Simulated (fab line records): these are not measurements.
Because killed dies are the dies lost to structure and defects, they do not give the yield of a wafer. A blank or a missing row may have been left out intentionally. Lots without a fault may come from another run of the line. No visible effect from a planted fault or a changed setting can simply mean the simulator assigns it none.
fab line records -- flow n5-finfet
[record] lots = 7, wafers = 17, last-day = 16
route steps=1938 shown BEOL_M1@777 BEOL_M4@1111 PASSIVATION@1936
lots that met no fault: taken from a fault-free run of the same line
start-h: the number of hours between the record's first day and the start of the first shown wafer of the lot -- wait-h: hours elapsed since this lot's preceding step -- " identical to the entry in the row above -- L1.1+2: one row covering several wafers at once -- - either no value or no given start -- * or withheld: withheld -- < > ~ a bound
route shown NAME@n: names a module that has steps shown in the file, with the first one's number in the route -- usual: mean/standard deviation taken from wafers without a fault -- same: alike in all rows -- chamber/n: place in a boat -- sites: each site's reading -- _std_site: their standard deviation -- _edge_site: inner sites' mean taken away from outer sites' mean -- radius-mm: for every site, how far away it sits from the centre of the wafer -- mask NAME#n: copy n -- behind: the last tool/chamber to shape the wafer -- hold: why the lot went on hold/how many hours it stayed there/how the hold came to an end -- device: which transistor (n, p or np) failed to switch -- end of line: the tests these same wafers got at the end of their route -- a step given without rows: its recipe and nothing more -- killed: the dies lost at the first sort to structure and to defects; this is not the yield of the wafer -- map: per-die view of a wafer (x killed, . not killed, _ where there is no die)
set.NAME: the setting the step ran with; set.NAME@STEP: the setting that earlier step ran with -- model.NAME: the simulator's own value behind a step, which no gauge read
a table for each step, a row for each wafer; lots at some steps of the route
services: the hour from which a tool's chamber was out of use, counted from the record's first day as start-h (under 0 if before that day), plus the number of hours and why
[[steps]]
[step N5_BEOL_M1_COAT_67]
[recipe] resist = SOC, temp-c = 250, time-s = 60, spin-rpm = 1500, resist-thk-nm = 60
[step N5_BEOL_M1_COAT_68]
[recipe] resist = SiARC, temp-c = 220, time-s = 60, spin-rpm = 1500, resist-thk-nm = 12
[step N5_BEOL_M1_COAT_76]
[recipe] resist = underlayer, temp-c = 205, time-s = 60, spin-rpm = 1500, resist-thk-nm = 5
[step N5_BEOL_M1_COAT_22]
[recipe] resist = CAR-EUV, spin-rpm = 1500, resist-thk-nm = 30
[step N5_BEOL_M1_EBR_24]
[recipe] solvent = PGMEA, ebr-width-mm = 1.5
[step N5_BEOL_M1_SOFTBAKE_23]
[recipe] temp-c = 110, time-s = 60, resist = CAR-EUV
[step N5_BEOL_M1_EXPOSE_25]
[recipe] mask-id = V0, na = 0.33, source-shape = quasar, sigma-inner = 0.2, sigma-outer = 0.8, polarization = unpolarized, defocus-nm = 5, target-cd-nm = 24, dose-mj = 63
[step N5_BEOL_M1_PEB_26]
[recipe] peb-temp-c = 100, peb-time-s = 60, resist = CAR-EUV
[step N5_BEOL_M1_DEVELOP_27]
[recipe] develop-time-s = 30, developer = TMAH, resist = CAR-EUV, rinse-liquid = surfactant-rinse, dry = air-spin, dev-temp-c = 23
[step N5_BEOL_M1_CD_MEAS_28]
[recipe] landing-energy-ev = 500, detector = se-inlens, target-cd-y-nm = 23.3
[usual] cd-nm = 23.91/0.26
lot.wafer,tool,chamber,start-h,wait-h,cd-nm
L118.1,cd-sem-01,0,130.32,-,24.01
L118.2,cd-sem-01,0,130.32,-,23.99
L118.3,cd-sem-01,0,130.32,-,24.05
L124.3,cd-sem-01,0,162.95,-,23.71
L124.5,cd-sem-01,0,162.95,-,23.99
L125.4,cd-sem-03,0,166.56,-,24.29
L125.5,cd-sem-03,0,166.56,-,24.04
L129.1,cd-sem-01,0,197.31,-,23.68
L129.4,cd-sem-01,0,197.31,-,23.87
L129.5,cd-sem-01,0,197.31,-,23.97
L136.5,cd-sem-02,0,232.83,-,24.16
L136.6,cd-sem-02,0,232.83,-,24.00
L137.1,cd-sem-01,0,244.92,-,23.81
L137.2,cd-sem-01,0,244.92,-,24.08
L137.5,cd-sem-01,0,244.92,-,24.22
L138.2,cd-sem-03,0,248.62,-,24.04
L138.3,cd-sem-03,0,248.62,-,24.11
[step N5_BEOL_M1_OVL_MEAS_29]
[recipe] points-per-wafer = 522
[usual] V0_OVL = -0.4/0.64
lot.wafer,tool,chamber,start-h,wait-h,V0_OVL[nm]
L118.1,overlay-01,0,130.35,0.0,-0.7
L118.2,overlay-01,0,130.35,0.0,-0.7
L118.3,overlay-01,0,130.35,0.0,-0.3
L124.3,overlay-01,0,162.99,0.0,-0.7
L124.5,overlay-01,0,162.99,0.0,-1.1
L125.4,overlay-01,0,166.60,0.0,0.3
L125.5,overlay-01,0,166.60,0.0,-0.6
L129.1,overlay-02,0,197.34,0.0,-0.6
L129.4,overlay-02,0,197.34,0.0,-0.1
L129.5,overlay-02,0,197.34,0.0,0.1
L136.5,overlay-02,0,232.88,0.0,0.0
L136.6,overlay-02,0,232.88,0.0,0.4
L137.1,overlay-02,0,244.95,0.0,0.1
L137.2,overlay-02,0,244.95,0.0,0.6
L137.5,overlay-02,0,244.95,0.0,0.6
L138.2,overlay-01,0,248.66,0.0,0.0
L138.3,overlay-01,0,248.66,0.0,-0.3
[step N5_BEOL_M1_INSPECT_30]
[recipe] mode = adi, inspect-instrument = brightfield
[usual] raw-defect-count = 418/100
lot.wafer,tool,chamber,start-h,wait-h,raw-defect-count
L118.1,defect-inspect-02,-,130.41,0.1,428
L118.2,defect-inspect-02,-,130.41,0.1,383
L118.3,defect-inspect-02,-,130.41,0.1,285
L124.3,defect-inspect-01,-,163.04,0.0,485
L124.5,defect-inspect-01,-,163.04,0.0,446
L125.4,defect-inspect-02,-,166.65,0.0,235
L125.5,defect-inspect-02,-,166.65,0.0,316
L129.1,defect-inspect-02,-,197.40,0.1,281
L129.4,defect-inspect-02,-,197.40,0.1,352
L129.5,defect-inspect-02,-,197.40,0.1,305
L136.5,defect-inspect-01,-,232.91,0.0,443
L136.6,defect-inspect-01,-,232.91,0.0,375
L137.1,defect-inspect-02,-,245.01,0.1,295
L137.2,defect-inspect-02,-,245.01,0.1,379
L137.5,defect-inspect-02,-,245.01,0.1,270
L138.2,defect-inspect-02,-,248.71,0.0,470
L138.3,defect-inspect-02,-,248.71,0.0,382
[step N5_BEOL_M1_DESCUM_33]
[recipe] chemistry = O2, time-s = 7, source-power-w = 50, bias-power-w = 20, pressure-mtorr = 20, rf-frequency-hz = 2.712e+07, temp-c = 40, resist = CAR-EUV, o2-flow-sccm = 225
[usual] drypump-motor-current-A = 5.6/0.47, o2-flow-sccm = 225.0/0.63, oes-product-au = 0.79/0.086, rf-vpp-V = 242.6/1.7, showerhead-plenum-p-Torr = 2.06/0.085, throttle-valve-pct = 20.51/0.28
lot.wafer,tool,chamber,start-h,wait-h,drypump-motor-current-A,o2-flow-sccm,oes-product-au,rf-hours-counter-h,rf-vpp-V,showerhead-plenum-p-Torr,throttle-valve-pct,model.CAR-EUV_of_BEOL_M1_COAT_22.thk-nm
L118.1,rie-diel-06,2,130.45,0.0,4.7,224.8,0.72,211,244.0,2.07,20.74,26
L118.2,rie-diel-06,0,130.45,0.0,6.2,223.8,0.72,208,240.8,1.97,20.77,26.2
L118.3,rie-diel-06,3,130.45,0.0,4.7,225.8,0.87,76,241.6,2.11,20.41,26
L124.3,rie-diel-03,1,163.07,0.0,5.0,225.4,0.90,21,245.2,2.22,20.11,25.8
L124.5,rie-diel-03,1,163.07,0.0,5.1,226.3,0.90,-,246.3,2.22,20.10,26.2
L125.4,rie-diel-02,1,166.92,0.3,5.4,225.1,0.71,-,243.3,2.07,20.95,26
L125.5,rie-diel-02,2,166.92,0.3,5.7,224.3,0.85,-,241.9,2.03,20.41,26
L129.1,rie-diel-06,1,197.43,0.0,5.3,225.5,0.79,103,245.8,2.18,20.19,26
L129.4,rie-diel-06,0,197.43,0.0,6.2,224.5,0.71,225,239.5,1.97,20.79,26
L129.5,rie-diel-06,2,197.43,0.0,4.7,224.7,0.69,-,241.7,2.06,20.77,26.2
L136.5,rie-diel-02,1,232.96,0.0,5.4,224.1,0.69,-,241.9,2.07,20.97,26.8
L136.6,rie-diel-02,0,232.96,0.0,5.7,224.0,0.73,-,240.2,1.93,20.76,26.2
L137.1,rie-diel-02,0,245.26,0.3,5.7,225.5,0.74,160,241.6,1.93,20.78,26
L137.2,rie-diel-02,3,245.26,0.3,6.0,225.4,0.93,20,243.7,2.13,20.06,26.6
L137.5,rie-diel-02,2,245.26,0.3,5.7,225.0,0.82,-,242.7,2.02,20.46,26.6
L138.2,rie-diel-02,2,248.74,0.0,5.6,225.4,0.83,96,241.7,2.02,20.45,26.6
L138.3,rie-diel-02,3,248.74,0.0,6.0,225.4,0.93,21,243.4,2.13,20.08,26
[step N5_BEOL_M1_ETCH_77]
[recipe] chemistry = N2/H2, target = underlayer, target-depth-a = 65, mask-material = CAR-EUV, time-s = 5.2, ion-energy-ev = 200, pressure-mtorr = 30, source-w = 840, bias-w = 150, n2-flow-sccm = 200, h2-flow-sccm = 200, ends = cleared
[usual] bias-w = 150.0/0.43, drypump-motor-current-A = 5.6/0.46, etch-rf-on-time-s = 5.32/0.17, oes-product-au = 0.67/0.072, rf-vpp-V = 523/3.3, showerhead-plenum-p-Torr = 2.50/0.11, throttle-valve-pct = 17.92/0.3
lot.wafer,tool,chamber,start-h,wait-h,bias-w,drypump-motor-current-A,etch-rf-on-time-s,oes-product-au,rf-hours-counter-h,rf-vpp-V,showerhead-plenum-p-Torr,throttle-valve-pct
L118.1,rie-diel-06,2,130.48,0.0,149.6,4.8,5.63,0.58,211,522,2.52,18.17
L118.2,rie-diel-06,0,130.48,0.0,149.9,6.2,5.21,0.61,208,522,2.43,18.37
L118.3,rie-diel-06,3,130.48,0.0,149.8,4.8,5.09,0.72,76,523,2.56,17.79
L124.3,rie-diel-03,1,163.11,0.0,151.3,5.1,5.27,0.74,21,531,2.72,17.59
L124.5,rie-diel-03,1,163.11,0.0,150.7,5.0,5.32,0.77,-,529,2.72,17.61
L125.4,rie-diel-02,1,166.95,0.0,150.2,5.4,5.27,0.58,-,522,2.50,18.19
L125.5,rie-diel-02,2,166.95,0.0,150.7,5.7,5.22,0.72,-,523,2.45,17.78
L129.1,rie-diel-06,1,197.47,0.0,150.8,5.4,4.98,0.70,103,525,2.64,17.47
L129.4,rie-diel-06,0,197.47,0.0,150.1,6.2,5.21,0.62,225,522,2.42,18.40
L129.5,rie-diel-06,2,197.47,0.0,149.7,4.7,5.57,0.57,-,523,2.51,18.22
L136.5,rie-diel-02,1,232.99,0.0,149.6,5.4,5.37,0.57,-,524,2.49,18.22
L136.6,rie-diel-02,0,232.99,0.0,149.6,5.7,5.34,0.62,-,517,2.35,18.32
L137.1,rie-diel-02,0,245.30,0.0,149.6,5.7,5.27,0.63,160,519,2.35,18.31
L137.2,rie-diel-02,3,245.30,0.0,149.9,6.0,5.48,0.77,20,526,2.61,17.54
L137.5,rie-diel-02,2,245.30,0.0,149.9,5.6,5.33,0.69,-,522,2.44,17.83
L138.2,rie-diel-02,2,248.78,0.0,150.1,5.7,5.30,0.69,96,520,2.44,17.82
L138.3,rie-diel-02,3,248.78,0.0,149.6,6.0,5.54,0.76,21,526,2.61,17.55
[step N5_BEOL_M1_ETCH_69]
[recipe] chemistry = CF4, target = SiARC, target-depth-a = 156, mask-material = CAR-EUV, time-s = 26, ion-energy-ev = 80, pressure-mtorr = 40, source-w = 545, bias-w = 36, Ar_flow_sccm = 100, cf4-flow-sccm = 100, ends = cleared
[usual] bias-w = 36.00/0.11, drypump-motor-current-A = 5.6/0.47, etch-rf-on-time-s = 26.6/0.82, oes-product-au = 0.67/0.071, rf-vpp-V = 183.6/1.3, showerhead-plenum-p-Torr = 2.11/0.087, throttle-valve-pct = 15.70/0.27
lot.wafer,tool,chamber,start-h,wait-h,bias-w,drypump-motor-current-A,etch-rf-on-time-s,oes-product-au,rf-hours-counter-h,rf-vpp-V,showerhead-plenum-p-Torr,throttle-valve-pct
L118.1,rie-diel-06,2,130.50,0.0,36.20,4.7,27.6,0.59,211,184.3,2.13,15.94
L118.2,rie-diel-06,0,130.50,0.0,35.93,6.2,26.4,0.62,208,182.0,2.05,16.13
L118.3,rie-diel-06,3,130.50,0.0,35.85,4.8,25.1,0.74,76,184.9,2.15,15.57
L124.3,rie-diel-03,1,163.13,0.0,35.98,5.0,26.3,0.77,21,184.6,2.27,15.28
L124.5,rie-diel-03,1,163.13,0.0,35.85,5.0,26.0,0.77,-,186.6,2.27,15.28
L125.4,rie-diel-02,1,166.98,0.0,36.14,5.5,26.4,0.59,-,183.2,2.11,16.06
L125.5,rie-diel-02,2,166.98,0.0,36.09,5.7,26.1,0.73,-,183.4,2.08,15.50
L129.1,rie-diel-06,1,197.48,0.0,36.04,5.4,25.1,0.68,103,183.7,2.26,15.57
L129.4,rie-diel-06,0,197.48,0.0,35.83,6.2,26.3,0.61,225,182.6,2.04,16.15
L129.5,rie-diel-06,2,197.48,0.0,35.97,4.7,27.3,0.58,-,183.8,2.12,15.98
L136.5,rie-diel-02,1,233.03,0.0,35.95,5.4,26.9,0.57,-,182.1,2.11,16.10
L136.6,rie-diel-02,0,233.03,0.0,35.87,5.7,26.5,0.62,-,182.4,1.99,15.96
L137.1,rie-diel-02,0,245.32,0.0,35.90,5.7,26.5,0.62,160,182.7,1.99,15.97
L137.2,rie-diel-02,3,245.32,0.0,36.10,6.0,27.0,0.77,20,183.3,2.20,15.33
L137.5,rie-diel-02,2,245.32,0.0,36.19,5.7,26.3,0.70,-,182.9,2.07,15.55
L138.2,rie-diel-02,2,248.79,0.0,36.02,5.6,26.9,0.69,96,183.4,2.07,15.55
L138.3,rie-diel-02,3,248.79,0.0,35.95,6.0,27.6,0.76,21,185.9,2.20,15.32
[step N5_BEOL_M1_ALD_98]
[recipe] material = SiO2, target-thk-a = 25, temp-c = 100, ald-precursor-family = BDEAS, ald-co-reactant = O2-plasma, pulse-time-s = 1, co-reactant-pulse-time-s = 1, purge-time-s = 2, co-reactant-purge-time-s = 2, ald-cycles = 17, pressure-torr = 2
[usual] heater-power-w = 77/7.1, precursor-pulse-height-rel = 1.001/0.019
[same] pulse-time-s = 1
lot.wafer,tool,chamber,start-h,wait-h,heater-power-w,precursor-pulse-height-rel
L118.1,ald-sin-04,3,130.65,0.1,84,0.977
L118.2,ald-sin-04,2,130.65,0.1,71,1.021
L118.3,ald-sin-04,1,130.65,0.1,73,0.993
L124.3,ald-sin-01,3,163.24,0.1,84,0.987
L124.5,ald-sin-01,3,163.24,0.1,84,1.019
L125.4,ald-sin-01,0,167.28,0.3,78,1.014
L125.5,ald-sin-01,1,167.28,0.3,66,0.993
L129.1,ald-sin-03,2,197.57,0.1,76,1.025
L129.4,ald-sin-03,0,197.57,0.1,78,1.030
L129.5,ald-sin-03,3,197.57,0.1,69,0.963
L136.5,ald-sin-04,1,233.13,0.1,74,1.021
L136.6,ald-sin-04,0,233.13,0.1,74,0.997
L137.1,ald-sin-04,1,245.51,0.2,76,1.010
L137.2,ald-sin-04,2,245.51,0.2,72,0.984
L137.5,ald-sin-04,2,245.51,0.2,73,1.028
L138.2,ald-sin-03,0,248.88,0.1,77,0.991
L138.3,ald-sin-03,1,248.88,0.1,93,0.986
[step N5_BEOL_M1_ETCHBACK_99]
[recipe] chemistry = CHF3, target = SiO2, target-depth-a = 50, time-s = 10.4, source-w = 215, bias-w = 47, Ar_flow_sccm = 200, CHF3_flow_sccm = 12, ion-energy-ev = 100, pressure-mtorr = 30
[usual] bias-w = 46.98/0.13, drypump-motor-current-A = 5.5/0.55, oes_ar_750_au = 0.78/0.075, oes-product-au = 0.78/0.081, rf-vpp-V = 236/4.8, showerhead-plenum-p-Torr = 2.13/0.099, throttle-valve-pct = 17.14/0.23
lot.wafer,tool,chamber,start-h,wait-h,bias-w,drypump-motor-current-A,oes_ar_750_au,oes-product-au,rf-hours-counter-h,rf-vpp-V,showerhead-plenum-p-Torr,throttle-valve-pct,model.CAR-EUV_of_BEOL_M1_COAT_22.thk-nm
L118.1,rie-diel-06,3,130.80,0.1,46.88,4.8,0.84,0.86,77,237,2.15,16.94,10.4
L118.2,rie-diel-06,1,130.80,0.1,47.10,5.4,0.84,0.81,82,236,2.28,16.99,10.6
L118.3,rie-diel-06,2,130.80,0.1,47.07,4.7,0.70,0.69,211,234,2.15,17.44,10.4
L124.3,rie-diel-06,3,164.15,0.9,46.69,4.8,0.84,0.85,88,236,2.14,16.96,10.2
L124.5,rie-diel-06,1,164.15,0.9,46.80,5.4,0.82,0.81,-,234,2.28,17.01,10.4
L125.4,rie-diel-06,3,167.41,0.1,46.92,4.8,0.83,0.84,-,237,2.14,16.98,10.4
L125.5,rie-diel-06,1,167.41,0.1,46.93,5.4,0.82,0.81,-,234,2.28,17.01,10.4
L129.1,rie-diel-03,2,201.51,3.9,46.91,5.3,0.83,0.84,53,241,2.10,17.16,10.2
L129.4,rie-diel-03,3,201.51,3.9,47.16,6.5,0.69,0.68,-,229,2.01,17.08,10.4
L129.5,rie-diel-03,1,201.51,3.9,47.14,5.0,0.87,0.88,-,233,2.28,16.77,10.4
L136.5,rie-diel-03,2,237.88,4.7,47.04,5.3,0.81,0.82,-,239,2.09,17.19,11.2
L136.6,rie-diel-03,3,237.88,4.7,46.92,6.5,0.68,0.67,-,230,2.00,17.09,10.6
L137.1,rie-diel-03,3,246.03,0.5,46.90,6.5,0.68,0.67,259,228,2.00,17.10,10.4
L137.2,rie-diel-03,2,246.03,0.5,46.98,5.3,0.80,0.82,70,240,2.09,17.19,11
L137.5,rie-diel-03,2,246.03,0.5,46.99,5.2,0.82,0.82,-,243,2.09,17.18,11
L138.2,rie-diel-03,2,249.84,0.9,47.02,5.3,0.81,0.81,72,239,2.09,17.19,11
L138.3,rie-diel-03,1,249.84,0.9,46.72,5.0,0.84,0.84,56,234,2.28,16.80,10.2
[step N5_BEOL_M1_ETCH_70]
[recipe] chemistry = N2/H2, target = SOC, target-depth-a = 800, overetch-a = 160, mask-material = SiARC, temp-c = 40, time-s = 120, ion-energy-ev = 200, pressure-mtorr = 30, source-w = 840, bias-w = 150, n2-flow-sccm = 200, h2-flow-sccm = 200
[usual] bias-w = 150.0/0.41, drypump-motor-current-A = 5.5/0.55, oes-product-au = 0.60/0.058, rf-vpp-V = 523/3.1, showerhead-plenum-p-Torr = 2.52/0.11, throttle-valve-pct = 17.84/0.26
lot.wafer,tool,chamber,start-h,wait-h,bias-w,drypump-motor-current-A,oes-product-au,rf-hours-counter-h,rf-vpp-V,showerhead-plenum-p-Torr,throttle-valve-pct
L118.1,rie-diel-06,3,130.84,0.0,150.2,4.7,0.65,77,527,2.56,17.70
L118.2,rie-diel-06,1,130.84,0.0,150.2,5.4,0.62,82,528,2.65,17.39
L118.3,rie-diel-06,2,130.84,0.0,149.8,4.7,0.55,211,525,2.52,18.14
L124.3,rie-diel-06,3,164.18,0.0,150.2,4.8,0.64,88,525,2.56,17.73
L124.5,rie-diel-06,1,164.18,0.0,149.7,5.4,0.61,-,528,2.65,17.43
L125.4,rie-diel-06,3,167.47,0.0,150.0,4.7,0.64,-,524,2.56,17.74
L125.5,rie-diel-06,1,167.47,0.0,150.3,5.4,0.61,-,528,2.65,17.43
L129.1,rie-diel-03,2,201.54,0.0,149.5,5.3,0.65,53,522,2.47,17.78
L129.4,rie-diel-03,3,201.54,0.0,150.3,6.5,0.54,-,520,2.40,17.81
L129.5,rie-diel-03,1,201.54,0.0,149.8,5.1,0.67,-,526,2.71,17.60
L136.5,rie-diel-03,2,237.94,0.0,149.4,5.3,0.63,-,522,2.47,17.81
L136.6,rie-diel-03,3,237.94,0.0,149.9,6.5,0.52,-,519,2.39,17.84
L137.1,rie-diel-03,3,246.07,0.0,150.5,6.4,0.52,259,518,2.39,17.86
L137.2,rie-diel-03,2,246.07,0.0,150.1,5.2,0.63,70,521,2.47,17.81
L137.5,rie-diel-03,2,246.07,0.0,149.8,5.3,0.63,-,523,2.47,17.82
L138.2,rie-diel-03,2,249.88,0.0,149.8,5.3,0.64,72,521,2.46,17.82
L138.3,rie-diel-03,1,249.88,0.0,149.7,5.0,0.65,56,528,2.70,17.63
[step N5_BEOL_M4_RC_MEAS_101]
[usual] DIBL_N = 36.0/1.9, DIBL_P = 35.6/2.4, IOFF_N = 0.16/0.036, IOFF_P = 0.21/0.04, ION_N = 673/14, ION_P = 460/8.9, SS_N = 71.5/0.67, SS_P = 73.2/0.73, VT_N = 249/3.6, VT_P = -250/3.7
lot.wafer,tool,chamber,start-h,wait-h,DIBL_N[mV/V],DIBL_P[mV/V],IOFF_N[nA/um],IOFF_P[nA/um],ION_N[uA/um],ION_P[uA/um],SS_N[mV/dec],SS_P[mV/dec],VT_N[mV],VT_P[mV]
L118.1,prober-02,0,168.91,0.0,34.5,34.3,0.14,0.15,677,453,71.4,72.0,254,-255
L118.2,prober-02,0,168.91,0.0,38.4,38.8,0.20,0.21,669,453,72.6,73.2,248,-252
L118.3,prober-02,0,168.91,0.0,35.8,36.4,0.15,0.17,676,452,70.8,72.6,250,-255
L124.3,prober-02,0,201.20,0.3,34.1,33.6,0.12,0.15,657,452,70.9,72.8,256,-255
L124.5,prober-02,0,201.20,0.3,34.4,34.9,0.13,0.17,664,461,71.1,73.7,253,-256
L125.4,prober-01,0,211.79,0.5,37.3,37.0,0.20,0.26,689,477,71.9,73.1,245,-246
L125.5,prober-01,0,211.79,0.5,33.0,32.6,0.12,0.19,669,461,70.4,72.3,250,-245
L129.1,prober-01,0,231.31,0.0,37.0,35.3,0.18,0.20,693,472,72.2,73.9,249,-252
L129.4,prober-01,0,231.31,0.0,36.9,35.9,0.17,0.20,680,462,71.3,73.5,250,-252
L129.5,prober-01,0,231.31,0.0,35.8,33.9,0.14,0.17,663,448,70.5,73.6,250,-255
L136.5,prober-02,0,276.67,0.6,34.3,35.3,0.13,0.18,679,460,70.9,72.6,252,-252
L136.6,prober-02,0,276.67,0.6,34.0,33.4,0.13,0.17,678,466,71.1,72.8,252,-253
L138.2,prober-01,0,286.13,0.2,33.6,33.4,0.13,0.21,656,457,71.0,73.3,249,-245
L138.3,prober-01,0,286.13,0.2,32.8,32.8,0.11,0.19,663,462,70.8,72.7,256,-245
L137.1,prober-01,0,288.00,0.0,38.6,38.6,0.20,0.25,669,457,72.2,73.6,247,-252
L137.2,prober-01,0,288.00,0.0,36.1,35.9,0.17,0.23,679,469,70.7,73.7,248,-250
L137.5,prober-01,0,288.00,0.0,34.1,33.5,0.12,0.19,661,458,71.2,72.7,251,-253
[step N5_PASSIVATION_PROBE_49]
[usual] defect-limited-yield = 91.2/1.4, killed_at_M0_to_M3 = 32/9.3, killed_at_M4_up = 14/4.9, killed-at-contacts = 15/7.5, killed-at-front-end = 40/11, killed-at-other = 4/3.3, killed-dies = 104/17, killed-open = 68/14, killed-short = 33/7.9, sort_bin_5_function = 5.2/0.99, sort_bin_6_memory = 3.2/0.65, sort_bin_8_speed = 0.03/0.19, sort-n-pass = 1076/17, sort-yield-pct = 91.1/1.5
[same] gross-dies = 1180, killed-at-back-side = 0, sort_bin_4_leakage[%] = 0
lot.wafer,tool,chamber,start-h,wait-h,defect-limited-yield[%],killed_at_M0_to_M3,killed_at_M4_up,killed-at-contacts,killed-at-front-end,killed-at-other,killed-dies,killed-open,killed-short,sort_bin_5_function[%],sort_bin_6_memory[%],sort_bin_8_speed[%],sort-n-pass,sort-yield-pct[%]
L124.3,prober-01,-,304.57,0.1,92.5,15,16,8,42,7,88,62,19,4.1,2.6,0,1092,92.5
L124.5,prober-01,-,304.67,0.2,91.6,22,12,21,40,4,99,55,27,5.7,2.5,0,1081,91.6
L125.4,prober-01,-,316.67,0.2,91.1,34,12,10,44,5,105,52,40,5.4,3.2,0,1075,91.1
L125.5,prober-01,-,316.72,0.2,92.5,23,15,17,27,7,89,41,35,4.8,2.1,0.08,1091,92.5
L136.5,prober-02,-,375.13,0.2,91.9,29,8,8,48,3,96,68,27,4.5,3.3,0,1084,91.9
L136.6,prober-02,-,375.18,0.3,91.6,20,10,9,59,1,99,55,37,4.2,3.1,0,1081,91.6
L138.2,prober-02,-,384.68,0.1,91.4,32,7,13,48,2,102,62,30,4.7,3.0,0,1078,91.4
L137.1,prober-01,-,390.69,0.0,91.8,45,4,4,43,1,97,56,41,4.3,3.4,0,1083,91.8
L137.2,prober-01,-,390.74,0.1,92.1,30,11,16,35,1,93,62,31,4.5,3.4,0,1087,92.1
L137.5,prober-01,-,390.89,0.2,90.5,41,12,8,47,4,112,63,37,4.7,3.2,0,1068,90.5
// killed by level:class
L124.3 STI_FIN_REVEAL:geometric-particle:open=11 MOL_CONTACT_COAG:geometric-particle:open=7 BEOL_M4:geometric-particle:open=7 HKMG_FIN:area-etch=7 BEOL_M0_SAQP:geometric-particle:open=5 BEOL_M1:geometric-particle:open=5 STARTING-WAFER:geometric-particle:open=5 BEOL_M4:geometric-particle:short=4
L124.5 MOL_CONTACT_COAG:geometric-particle:open=10 MOL_CONTACT_COAG:area-etch=9 FIN_CUT:area-etch=8 STI_FIN_REVEAL:geometric-particle:open=7 BEOL_M2:geometric-particle:open=7 STI_FIN_REVEAL:geometric-particle:short=6 FIN_SAQP:geometric-particle:open=5 BEOL_M4:geometric-particle:open=5
L125.4 BEOL_M1:geometric-particle:short=10 BEOL_M3:geometric-particle:open=9 FIN_CUT:area-etch=9 STI_FIN_REVEAL:geometric-particle:open=7 MOL_CONTACT_COAG:geometric-particle:open=7 BEOL_M1:geometric-particle:open=7 FIN_SAQP:geometric-particle:short=5 DUMMY_GATE:geometric-particle:open=4
L125.5 MOL_CONTACT_COAG:geometric-particle:open=7 MOL_CONTACT_COAG:area-etch=7 STI_FIN_REVEAL:geometric-particle:open=5 GATE_CUT:geometric-particle:short=5 BEOL_M0:geometric-particle:short=5 FIN_SAQP:geometric-particle:open=4 GATE_CUT:geometric-particle:open=3 MOL_CONTACT_COAG:geometric-particle:short=3
L136.5 FIN_SAQP:geometric-particle:open=14 FIN_SAQP:geometric-particle:short=9 MOL_CONTACT_COAG:geometric-particle:open=8 BEOL_M1:geometric-particle:open=7 ILD0:geometric-particle:open=7 STI_FIN_REVEAL:geometric-particle:open=6 BEOL_M3:geometric-particle:open=6 BEOL_M2:geometric-particle:open=5
L136.6 FIN_SAQP:geometric-particle:short=13 FIN_SAQP:geometric-particle:open=10 STI_FIN_REVEAL:geometric-particle:open=7 HKMG_FIN:area-etch=7 MOL_CONTACT_COAG:geometric-particle:open=6 BEOL_M4:geometric-particle:open=6 DUMMY_GATE:geometric-particle:short=5 GATE_CUT:geometric-particle:open=4
L138.2 FIN_SAQP:geometric-particle:open=16 MOL_CONTACT_COAG:geometric-particle:open=11 BEOL_M1:geometric-particle:open=7 HKMG_FIN:area-etch=7 BEOL_M0_SAQP:geometric-particle:short=6 BEOL_M3:geometric-particle:open=5 FIN_SAQP:geometric-particle:short=4 STI_FIN_REVEAL:geometric-particle:open=4
L137.1 BEOL_M0_SAQP:geometric-particle:short=16 BEOL_M0_SAQP:geometric-particle:open=11 FIN_SAQP:geometric-particle:open=9 FIN_SAQP:geometric-particle:short=8 STI_FIN_REVEAL:geometric-particle:open=7 BEOL_M3:geometric-particle:open=6 STI_FIN_REVEAL:geometric-particle:short=5 GATE_CUT:geometric-particle:short=5
L137.2 MOL_CONTACT_COAG:geometric-particle:open=11 BEOL_M0_SAQP:geometric-particle:short=11 STI_FIN_REVEAL:geometric-particle:open=10 FIN_SAQP:geometric-particle:open=9 BEOL_M0_SAQP:geometric-particle:open=9 BEOL_M2:geometric-particle:open=6 FIN_SAQP:geometric-particle:short=5 MOL_CONTACT_COAG:geometric-particle:short=5
L137.5 BEOL_M0_SAQP:geometric-particle:open=14 FIN_SAQP:geometric-particle:short=12 HKMG_FIN:area-etch=12 STI_FIN_REVEAL:geometric-particle:open=9 BEOL_M2:geometric-particle:open=8 MOL_CONTACT_COAG:geometric-particle:open=7 BEOL_M0_SAQP:geometric-particle:short=5 BEOL_M1:geometric-particle:open=4
[[services]]
tool,chamber,start-h,hours,kind
rie-diel-03,0,115.96,8.9,repair
ald-sin-03,0,149.07,8.7,repair
rie-diel-02,3,159.07,-,clean
rie-diel-02,3,159.07,-,consumable-replace:focus-ring
rie-diel-06,0,163.38,9.6,repair
ald-sin-03,-,164.77,4.3,pm
ald-sin-03,-,176.75,14.0,pm
ald-sin-03,0,176.75,14.0,vent-cycle
ald-sin-03,1,176.75,14.0,vent-cycle
ald-sin-03,2,176.75,14.0,vent-cycle
ald-sin-03,3,176.75,14.0,vent-cycle
ald-sin-03,0,190.75,-,clean
ald-sin-03,1,190.75,-,clean
ald-sin-03,2,190.75,-,clean
ald-sin-03,3,190.75,-,clean
ald-sin-01,-,199.61,1.2,repair
rie-diel-02,1,245.26,-,clean
rie-diel-02,1,245.26,-,consumable-replace:focus-ring
rie-diel-02,1,245.26,17.8,scheduled-down
rie-diel-02,1,245.26,17.8,vent-cycle
[[key]]
first-sign none at tools or gauges
[model-effect] step = N5_BEOL_M1_DESCUM_33, value = CAR-EUV_of_BEOL_M1_COAT_22.thk-nm, without = 26.05, struck = 26.65
[model-effect] step = N5_BEOL_M1_ETCHBACK_99, value = CAR-EUV_of_BEOL_M1_COAT_22.thk-nm, without = 10.4, struck = 11.05
met-at N5_BEOL_M1_DESCUM_33
struck-wafers L136.5,L137.2,L137.5,L138.2
[baseline-loss] step = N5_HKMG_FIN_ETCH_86, wafers = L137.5
onset-between 166.92 232.96
[fault] kind = process-parameter-drift, tool = rie-diel-02, chamber = -, onset-h = 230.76, steps = N5_BEOL_M1_DESCUM_33, channel = time-s, offset = *, shape = step, end-h = 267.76, scope = struck-wafers-only, acts-in = *, stated = *
// baseline-loss: these wafers lose ten dies or more at that step, a loss of the line's own and not of a fault; the sort's usual values leave them out
